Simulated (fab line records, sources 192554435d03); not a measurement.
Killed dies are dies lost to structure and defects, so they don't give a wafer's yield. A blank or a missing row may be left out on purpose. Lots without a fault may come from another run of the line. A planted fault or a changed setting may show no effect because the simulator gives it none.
One fault seen from 2 desks | flow n5_finfet | each desk has only its own numbers; what lay behind them comes last

THE METROLOGY DESK
What the gauges read, lot by lot, whatever tool the lot ran on: means of the sampled wafers that have a number. A lot is out of limits, marked OUT, if its mean lies more than 4 standard deviations from the usual mean; the brackets give that distance. Of its 13 readings 7 are shown: those that lie furthest out on some lot.
Columns: A = IOFF_P at N5_BEOL_M4_RC_MEAS_101, usual 0.211 nA/um; B = ION_P at N5_BEOL_M4_RC_MEAS_101, usual 462 uA/um; C = VT_N at N5_BEOL_M4_RC_MEAS_101, usual 250.1 mV; D = VT_P at N5_BEOL_M4_RC_MEAS_101, usual -250.1 mV; E = cd_nm at N5_BEOL_M11_CD_MEAS_18, usual 70.0 nm; F = trench_depth_nm at N5_BEOL_M11_OCD_MEAS_38, usual 149.3 nm; G = cd_nm at N5_BEOL_M11_CD_MEAS_35, usual 69.9 nm
lot  | first seen here | A     | B   | C     | D      | E    | F     | G
L206 | day 8 10:45     | 0.249 | 469 | 248.9 | -246.8 | 69.9 | 149.4 | 69.8
L207 | day 8 18:28     | 0.203 | 458 | 253.1 | -251.4 | 69.7 | 148.7 | 69.6
L210 | day 9 15:51     | 0.197 | 460 | 251.1 | -251.8 | 70.2 | 147.7 | 70.1
L216 | day 10 20:49    | 0.242 | 472 | 245.9 | -244.2 | 69.2 | -     | -
L217 | day 11 04:31    | 0.194 | 460 | 250.6 | -251.1 | 70.4 | 147.1 | 70.5
L219 | day 11 13:08    | 0.225 | 467 | 248.2 | -250.1 | 69.4 | -     | -
L220 | day 12 09:46    | 0.246 | 465 | 249.7 | -248.8 | 70.7 | 152.6 | 70.7
L223 | day 12 16:26    | 0.216 | 460 | 249.1 | -249.6 | 69.7 | 147.2 | 69.4
This desk's finding: nothing out of limits on any of the 8 lots.

THE TOOL OWNER'S DESK: pvd_sputter-01
The tool's own readings at N5_BEOL_M11_HM_DEP_02 (deposits TiN, target thk 20 nm): means of the sampled wafers that have a number, for each lot that ran on this tool. A lot is out of limits, marked OUT, if its mean lies more than 4 standard deviations from the usual mean; the brackets give that distance.
Columns: A = substrate_temp_c at N5_BEOL_M11_HM_DEP_02, usual 24.98 C; B = throttle_valve_pct at N5_BEOL_M11_HM_DEP_02, usual 30.0 %
lot  | first seen here | A     | B
L207 | day 10 20:20    | 24.99 | 30.2
L210 | day 12 03:03    | 24.98 | 30.5
L216 | day 13 03:55    | 24.91 | 30.2
L219 | day 13 22:47    | 24.88 | 30.3
This desk's finding: nothing out of limits on any of the 4 lots.

PUT TOGETHER
The metrology desk saw nothing out of limits.
The tool owner's desk saw nothing out of limits.

WHAT THE SIMULATOR HAD PUT IN
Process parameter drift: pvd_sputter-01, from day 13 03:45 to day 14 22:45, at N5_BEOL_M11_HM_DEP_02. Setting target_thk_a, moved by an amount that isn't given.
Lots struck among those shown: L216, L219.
